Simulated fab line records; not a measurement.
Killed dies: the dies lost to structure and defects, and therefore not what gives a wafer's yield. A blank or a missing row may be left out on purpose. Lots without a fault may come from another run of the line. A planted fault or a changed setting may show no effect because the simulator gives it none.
Which of the tools did it? / flow n5-finfet / 30 wafers from 10 lots sampled at 5 of the route's 1938 steps

== WHAT THE GAUGES READ, wafer by wafer ==
The record holds no reading of a measuring or inspecting step that can be judged against a usual standard deviation.

== TOOL THAT RAN EACH LOT (tool first, then ch and the chambers of the sampled wafers, then the start) ==
lot=L591; N5_GATE_CUT_ETCHBACK_30=rie-metal-02 ch 0,1, day 4 11:19; N5_MIM_TOP_ETCH_PECVD_03=pecvd-01 ch 0,1,2, day 11 19:01; N5_MIM_BOT_ETCH_ETCH_00=rie-metal-01 ch 1, day 11 19:58; N5_PASSIVATION_STRIP_48=rie-diel-06 ch 0,1, day 12 04:04; N5_PASSIVATION_PROBE_49=-
lot=L592; N5_GATE_CUT_ETCHBACK_30=rie-metal-03 ch 0,1, day 4 17:58; N5_MIM_TOP_ETCH_PECVD_03=pecvd-02 ch 1,2, day 12 10:34; N5_MIM_BOT_ETCH_ETCH_00=rie-metal-02 ch 0,1, day 12 11:27; N5_PASSIVATION_STRIP_48=rie-diel-03 ch 1,2, day 12 20:18; N5_PASSIVATION_PROBE_49=-
lot=L595; N5_GATE_CUT_ETCHBACK_30=rie-metal-03 ch 0,1, day 5 12:14; N5_MIM_TOP_ETCH_PECVD_03=pecvd-01 ch 0,1, day 12 10:31; N5_MIM_BOT_ETCH_ETCH_00=rie-metal-03 ch 1, day 12 11:29; N5_PASSIVATION_STRIP_48=rie-diel-03 ch 2,3, day 12 19:43; N5_PASSIVATION_PROBE_49=-
lot=L596; N5_GATE_CUT_ETCHBACK_30=rie-metal-02 ch 0,1, day 5 17:59; N5_MIM_TOP_ETCH_PECVD_03=pecvd-01 ch 0,1,2, day 12 23:23; N5_MIM_BOT_ETCH_ETCH_00=rie-metal-03 ch 1, day 13 00:17; N5_PASSIVATION_STRIP_48=rie-diel-06 ch 0,1,2, day 13 06:32; N5_PASSIVATION_PROBE_49=-
lot=L597; N5_GATE_CUT_ETCHBACK_30=rie-metal-02 ch 0,1, day 5 21:35; N5_MIM_TOP_ETCH_PECVD_03=pecvd-04 ch 1,2, day 13 06:11; N5_MIM_BOT_ETCH_ETCH_00=rie-metal-01 ch 0,1, day 13 07:27; N5_PASSIVATION_STRIP_48=rie-diel-01 ch 0,1,2, day 13 14:01; N5_PASSIVATION_PROBE_49=-
lot=L598; N5_GATE_CUT_ETCHBACK_30=rie-metal-03 ch 0,1, day 6 07:46; N5_MIM_TOP_ETCH_PECVD_03=pecvd-01 ch 0,1,2, day 13 16:53; N5_MIM_BOT_ETCH_ETCH_00=rie-metal-01 ch 0,1, day 13 17:41; N5_PASSIVATION_STRIP_48=rie-diel-06 ch 0,2, day 14 00:00; N5_PASSIVATION_PROBE_49=prober-02, day 14 02:29
lot=L600; N5_GATE_CUT_ETCHBACK_30=rie-metal-01 ch 0,1, day 6 15:22; N5_MIM_TOP_ETCH_PECVD_03=pecvd-01 ch 0,2, day 14 13:38; N5_MIM_BOT_ETCH_ETCH_00=rie-metal-03 ch 0,1, day 14 14:31; N5_PASSIVATION_STRIP_48=rie-diel-01 ch 0,1,3, day 14 19:49; N5_PASSIVATION_PROBE_49=prober-02, day 14 22:20
lot=L602; N5_GATE_CUT_ETCHBACK_30=rie-metal-02 ch 0,1, day 7 00:42; N5_MIM_TOP_ETCH_PECVD_03=pecvd-01 ch 0,1,2, day 14 17:57; N5_MIM_BOT_ETCH_ETCH_00=rie-metal-02 ch 0,1, day 14 18:38; N5_PASSIVATION_STRIP_48=rie-diel-01 ch 1,2,3, day 15 00:43; N5_PASSIVATION_PROBE_49=-
lot=L610; N5_GATE_CUT_ETCHBACK_30=rie-metal-02 ch 0,1, day 9 02:08; N5_MIM_TOP_ETCH_PECVD_03=pecvd-02 ch 0,2, day 16 23:19; N5_MIM_BOT_ETCH_ETCH_00=rie-metal-01 ch 0,1, day 17 00:23; N5_PASSIVATION_STRIP_48=rie-diel-06 ch 0,1,2, day 17 06:43; N5_PASSIVATION_PROBE_49=prober-01, day 17 09:15
lot=L612; N5_GATE_CUT_ETCHBACK_30=rie-metal-02 ch 0,1, day 9 13:53; N5_MIM_TOP_ETCH_PECVD_03=pecvd-04 ch 1,2, day 17 10:08; N5_MIM_BOT_ETCH_ETCH_00=rie-metal-01 ch 0,1, day 17 10:56; N5_PASSIVATION_STRIP_48=rie-diel-06 ch 0,1,2, day 17 19:46; N5_PASSIVATION_PROBE_49=prober-02, day 17 22:23
- N5_GATE_CUT_ETCHBACK_30: etches TiN in Cl2/Ar, target depth 3 nm.
- N5_MIM_TOP_ETCH_PECVD_03: deposits SiNx from SiH4/NH3/N2, target thk 20 nm, time 17.6 s.
- N5_MIM_BOT_ETCH_ETCH_00: etches TiN in Cl2/BCl3, target depth 45.5 nm.
- N5_PASSIVATION_STRIP_48: strips in O2.
- N5_PASSIVATION_PROBE_49

== AS READ BY THE TOOLS THEMSELVES (means over the sampled wafers that have a number; for cases with no such wafer, the mark the record gives instead) ==
N5_GATE_CUT_ETCHBACK_30. Usual: bias-w 60.01 W, standard deviation 0.17; drypump-motor-current-A 5.6 A, standard deviation 0.42; oes-product-au 0.68 a.u., standard deviation 0.073; throttle-valve-pct 21.01 %, standard deviation 0.18.
lot=L591; tool=rie-metal-02; bias-w (W)=60.17; drypump-motor-current-A (A)=5.4; oes-product-au (a.u.)=0.78; throttle-valve-pct (%)=20.81; flag=
lot=L592; tool=rie-metal-03; bias-w (W)=60.08; drypump-motor-current-A (A)=5.3; oes-product-au (a.u.)=0.60; throttle-valve-pct (%)=21.02; flag=
lot=L595; tool=rie-metal-03; bias-w (W)=59.95; drypump-motor-current-A (A)=5.5; oes-product-au (a.u.)=0.62; throttle-valve-pct (%)=21.04; flag=
lot=L596; tool=rie-metal-02; bias-w (W)=59.96; drypump-motor-current-A (A)=5.8; oes-product-au (a.u.)=0.73; throttle-valve-pct (%)=20.93; flag=
lot=L597; tool=rie-metal-02; bias-w (W)=60.08; drypump-motor-current-A (A)=5.8; oes-product-au (a.u.)=0.74; throttle-valve-pct (%)=20.93; flag=
lot=L598; tool=rie-metal-03; bias-w (W)=59.94; drypump-motor-current-A (A)=5.5; oes-product-au (a.u.)=0.62; throttle-valve-pct (%)=21.04; flag=
lot=L600; tool=rie-metal-01; bias-w (W)=60.14; drypump-motor-current-A (A)=5.8; oes-product-au (a.u.)=0.63; throttle-valve-pct (%)=21.13; flag=
lot=L602; tool=rie-metal-02; bias-w (W)=60.16; drypump-motor-current-A (A)=5.4; oes-product-au (a.u.)=0.76; throttle-valve-pct (%)=20.82; flag=
lot=L610; tool=rie-metal-02; bias-w (W)=59.95; drypump-motor-current-A (A)=5.8; oes-product-au (a.u.)=0.71; throttle-valve-pct (%)=20.95; flag=
lot=L612; tool=rie-metal-02; bias-w (W)=60.04; drypump-motor-current-A (A)=5.8; oes-product-au (a.u.)=0.72; throttle-valve-pct (%)=20.94; flag=

N5_MIM_TOP_ETCH_PECVD_03. Usual: heater-power-w 727 W, standard deviation 85; showerhead-plenum-p-Torr 5.12 Torr, standard deviation 0.085; throttle-valve-pct 38.9 %, standard deviation 1.9.
lot=L591; tool=pecvd-01; heater-power-w (W)=693; showerhead-plenum-p-Torr (Torr)=5.07; throttle-valve-pct (%)=38.6; flag=
lot=L592; tool=pecvd-02; heater-power-w (W)=811; showerhead-plenum-p-Torr (Torr)=5.27; throttle-valve-pct (%)=38.7; flag=
lot=L595; tool=pecvd-01; heater-power-w (W)=735; showerhead-plenum-p-Torr (Torr)=5.01; throttle-valve-pct (%)=40.3; flag=
lot=L596; tool=pecvd-01; heater-power-w (W)=698; showerhead-plenum-p-Torr (Torr)=5.07; throttle-valve-pct (%)=38.7; flag=
lot=L597; tool=pecvd-04; heater-power-w (W)=722; showerhead-plenum-p-Torr (Torr)=5.13; throttle-valve-pct (%)=37.5; flag=
lot=L598; tool=pecvd-01; heater-power-w (W)=717; showerhead-plenum-p-Torr (Torr)=5.05; throttle-valve-pct (%)=38.8; flag=
lot=L600; tool=pecvd-01; heater-power-w (W)=715; showerhead-plenum-p-Torr (Torr)=5.07; throttle-valve-pct (%)=37.4; flag=
lot=L602; tool=pecvd-01; heater-power-w (W)=704; showerhead-plenum-p-Torr (Torr)=5.06; throttle-valve-pct (%)=38.9; flag=
lot=L610; tool=pecvd-02; heater-power-w (W)=772; showerhead-plenum-p-Torr (Torr)=5.27; throttle-valve-pct (%)=38.7; flag=
lot=L612; tool=pecvd-04; heater-power-w (W)=786; showerhead-plenum-p-Torr (Torr)=5.13; throttle-valve-pct (%)=37.5; flag=

N5_MIM_BOT_ETCH_ETCH_00. Usual: bias-w 126.0 W, standard deviation 0.36; drypump-motor-current-A 5.6 A, standard deviation 0.42; oes-product-au 0.81 a.u., standard deviation 0.12; throttle-valve-pct 22.01 %, standard deviation 0.19.
lot=L591; tool=rie-metal-01; bias-w (W)=126.4; drypump-motor-current-A (A)=6.1; oes-product-au (a.u.)=0.64; throttle-valve-pct (%)=22.38; flag=
lot=L592; tool=rie-metal-02; bias-w (W)=125.6; drypump-motor-current-A (A)=5.8; oes-product-au (a.u.)=0.69; throttle-valve-pct (%)=22.09; flag=
lot=L595; tool=rie-metal-03; bias-w (W)=125.9; drypump-motor-current-A (A)=5.1; oes-product-au (a.u.)=0.89; throttle-valve-pct (%)=21.82; flag=
lot=L596; tool=rie-metal-03; bias-w (W)=125.8; drypump-motor-current-A (A)=5.1; oes-product-au (a.u.)=0.87; throttle-valve-pct (%)=21.81; flag=
lot=L597; tool=rie-metal-01; bias-w (W)=126.4; drypump-motor-current-A (A)=5.8; oes-product-au (a.u.)=0.85; throttle-valve-pct (%)=22.12; flag=
lot=L598; tool=rie-metal-01; bias-w (W)=126.0; drypump-motor-current-A (A)=5.8; oes-product-au (a.u.)=0.84; throttle-valve-pct (%)=22.13; flag=
lot=L600; tool=rie-metal-03; bias-w (W)=126.1; drypump-motor-current-A (A)=5.5; oes-product-au (a.u.)=0.95; throttle-valve-pct (%)=21.78; flag=
lot=L602; tool=rie-metal-02; bias-w (W)=125.8; drypump-motor-current-A (A)=5.8; oes-product-au (a.u.)=0.68; throttle-valve-pct (%)=22.10; flag=
lot=L610; tool=rie-metal-01; bias-w (W)=126.4; drypump-motor-current-A (A)=6.0; oes-product-au (a.u.)=0.95; throttle-valve-pct (%)=22.09; flag=
lot=L612; tool=rie-metal-01; bias-w (W)=126.3; drypump-motor-current-A (A)=5.8; oes-product-au (a.u.)=0.90; throttle-valve-pct (%)=22.06; flag=

N5_PASSIVATION_STRIP_48. Usual: drypump-motor-current-A 5.7 A, standard deviation 0.39; oes-product-au 0.82 a.u., standard deviation 0.069; rf-vpp-V 3.8 V, standard deviation 2.5; showerhead-plenum-p-Torr 2.11 Torr, standard deviation 0.061; throttle-valve-pct 16.63 %, standard deviation 0.19.
lot=L591; tool=rie-diel-06; drypump-motor-current-A (A)=5.4; oes-product-au (a.u.)=0.79; rf-vpp-V (V)=5.1; showerhead-plenum-p-Torr (Torr)=2.18; throttle-valve-pct (%)=16.64; flag=
lot=L592; tool=rie-diel-03; drypump-motor-current-A (A)=5.5; oes-product-au (a.u.)=0.81; rf-vpp-V (V)=4.9; showerhead-plenum-p-Torr (Torr)=2.09; throttle-valve-pct (%)=16.63; flag=
lot=L595; tool=rie-diel-03; drypump-motor-current-A (A)=5.5; oes-product-au (a.u.)=0.85; rf-vpp-V (V)=3.3; showerhead-plenum-p-Torr (Torr)=2.09; throttle-valve-pct (%)=16.58; flag=
lot=L596; tool=rie-diel-06; drypump-motor-current-A (A)=5.6; oes-product-au (a.u.)=0.81; rf-vpp-V (V)=5.6; showerhead-plenum-p-Torr (Torr)=2.17; throttle-valve-pct (%)=16.62; flag=
lot=L597; tool=rie-diel-01; drypump-motor-current-A (A)=6.1; oes-product-au (a.u.)=0.85; rf-vpp-V (V)=5.8; showerhead-plenum-p-Torr (Torr)=2.10; throttle-valve-pct (%)=16.45; flag=
lot=L598; tool=rie-diel-06; drypump-motor-current-A (A)=5.3; oes-product-au (a.u.)=0.79; rf-vpp-V (V)=5.3; showerhead-plenum-p-Torr (Torr)=2.14; throttle-valve-pct (%)=16.61; flag=
lot=L600; tool=rie-diel-01; drypump-motor-current-A (A)=6.2; oes-product-au (a.u.)=0.86; rf-vpp-V (V)=5.0; showerhead-plenum-p-Torr (Torr)=2.10; throttle-valve-pct (%)=16.51; flag=
lot=L602; tool=rie-diel-01; drypump-motor-current-A (A)=5.7; oes-product-au (a.u.)=0.87; rf-vpp-V (V)=5.9; showerhead-plenum-p-Torr (Torr)=2.06; throttle-valve-pct (%)=16.38; flag=
lot=L610; tool=rie-diel-06; drypump-motor-current-A (A)=5.6; oes-product-au (a.u.)=0.78; rf-vpp-V (V)=2.3; showerhead-plenum-p-Torr (Torr)=2.16; throttle-valve-pct (%)=16.61; flag=
lot=L612; tool=rie-diel-06; drypump-motor-current-A (A)=5.6; oes-product-au (a.u.)=0.77; rf-vpp-V (V)=2.5; showerhead-plenum-p-Torr (Torr)=2.16; throttle-valve-pct (%)=16.65; flag=

N5_PASSIVATION_PROBE_49. Usual: defect-limited-yield 91.6 %, standard deviation 1.6; killed_at_M0_to_M3 31, standard deviation 10; killed_at_M4_up 14, standard deviation 6.3; killed-at-contacts 12, standard deviation 6.1; killed-at-front-end 39, standard deviation 12; killed-at-other 3.7, standard deviation 2.8; killed-dies 100, standard deviation 19; killed-on-rim 13, standard deviation 4.2; killed-open 66, standard deviation 14; killed-short 33, standard deviation 8.1; sort_bin_5_function 5.0 %, standard deviation 1.1; sort_bin_6_memory 3.2 %, standard deviation 0.66; sort-n-pass 1080, standard deviation 18; sort-yield-pct 91.6 %, standard deviation 1.6.
lot=L598; tool=prober-02; defect-limited-yield (%)=89.1; killed_at_M0_to_M3=43; killed_at_M4_up=16; killed-at-contacts=11; killed-at-front-end=55; killed-at-other=3.7; killed-dies=128; killed-on-rim=17; killed-open=84; killed-short=41; sort_bin_5_function (%)=6.4; sort_bin_6_memory (%)=3.9; sort-n-pass=1052; sort-yield-pct (%)=89.1; flag=
lot=L600; tool=prober-02; defect-limited-yield (%)=90.3; killed_at_M0_to_M3=27; killed_at_M4_up=22; killed-at-contacts=9; killed-at-front-end=52; killed-at-other=4.0; killed-dies=114; killed-on-rim=18; killed-open=77; killed-short=34; sort_bin_5_function (%)=5.8; sort_bin_6_memory (%)=3.5; sort-n-pass=1066; sort-yield-pct (%)=90.3; flag=
lot=L610; tool=prober-01; defect-limited-yield (%)=84.1; killed_at_M0_to_M3=36; killed_at_M4_up=14; killed-at-contacts=10; killed-at-front-end=122; killed-at-other=7.3; killed-dies=188; killed-on-rim=28; killed-open=67; killed-short=33; sort_bin_5_function (%)=9.6; sort_bin_6_memory (%)=3.9; sort-n-pass=992; sort-yield-pct (%)=84.1; flag=OFF
lot=L612; tool=prober-02; defect-limited-yield (%)=86.0; killed_at_M0_to_M3=21; killed_at_M4_up=15; killed-at-contacts=16; killed-at-front-end=109; killed-at-other=4.3; killed-dies=166; killed-on-rim=28; killed-open=53; killed-short=24; sort_bin_5_function (%)=8.2; sort_bin_6_memory (%)=3.1; sort-n-pass=1014; sort-yield-pct (%)=86.0; flag=OFF

== THE ANSWER, worked out from the rows above alone ==
Rule: lot off if the mean of its wafers having a number is beyond 3 standard deviations from the usual mean. A lot without any number at a reading at which 4 lots or more have one is off too. Where the step has rows for the other lots, those lots are counted as sound. The gauges are gone through in route order, then the tools' own readings, and for those a lot's mean is taken as printed above. The first step at which some lot is off is used, and at that step the reading that is off furthest; a lot without a number counts as furthest.
Off: L610, L612 (N5_PASSIVATION_PROBE_49, killed-at-front-end). Neither off nor sound, because the step has no rows for them: L591, L592, L595, L596, L597, L602.
If a tool, at that step or one of the process steps before it, ran each lot that is off and ran no sound lot following the first of them, it fits. Can't be told from this: 3 tools fit, rie-metal-02 at N5_GATE_CUT_ETCHBACK_30, rie-metal-01 at N5_MIM_BOT_ETCH_ETCH_00, rie-diel-06 at N5_PASSIVATION_STRIP_48.

== WHAT THE SIMULATOR HAD PUT IN ==
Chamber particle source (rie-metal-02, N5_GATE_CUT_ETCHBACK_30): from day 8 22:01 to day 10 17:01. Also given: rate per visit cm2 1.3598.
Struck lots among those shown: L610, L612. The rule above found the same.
